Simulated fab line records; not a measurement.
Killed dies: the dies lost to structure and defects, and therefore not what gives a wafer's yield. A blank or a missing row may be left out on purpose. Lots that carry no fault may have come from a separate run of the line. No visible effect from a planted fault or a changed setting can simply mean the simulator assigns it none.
Chamber matching | flow nand_harc | ald_hk-03 running NHARC_A_CHANNEL_FILL_D2_ALD_16: 4 sister chambers
The step deposits SiO2, target thk 1.5 nm, pulse time 10 s, ald cycles 15. 4 wafers are shown with their chamber, then 7 later ones without.

== EACH WAFER AND ITS CHAMBER ==
wafer  | chamber | heater_power_w (W)
L902.2 | 3       | 521
L905.3 | 0       | 471
L907.1 | 1       | 458
L907.2 | 2       | 427

== WAFERS WHOSE CHAMBER IS MISSING ==
wafer  | heater_power_w (W)
L907.6 | 463
L916.3 | 472
L916.4 | 474
L917.2 | 521
L917.4 | 416
L918.2 | 462
L918.5 | 460

== CHAMBER TAKEN BY EACH ==
wafer  | from the rows above     | in truth
L907.6 | can't be placed: 1 or 0 | 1
L916.3 | 0                       | 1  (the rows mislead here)
L916.4 | 0                       | 0
L917.2 | 3                       | 3
L917.4 | 2                       | 2
L918.2 | can't be placed: 1 or 0 | 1
L918.5 | can't be placed: 1 or 0 | 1
Placed correctly: 3 of 7. Cannot be placed on the basis of these rows: 3; the candidates contain the true chamber in 3. 1 placed wrongly.
How it was worked out, from the rows above alone: a wafer's distance from a chamber is the root of the sum, over the readings, of the square of ((its reading less the chamber's mean) divided by the reading's scatter). The wafer belongs to the nearest chamber; if the next one is less than 2 further off, it can't be placed. A chamber's mean is the mean of its shown wafers. The scatter (one wafer shown for each chamber): square how far every hidden wafer sits from the nearest shown wafer, average those squares and take the square root.
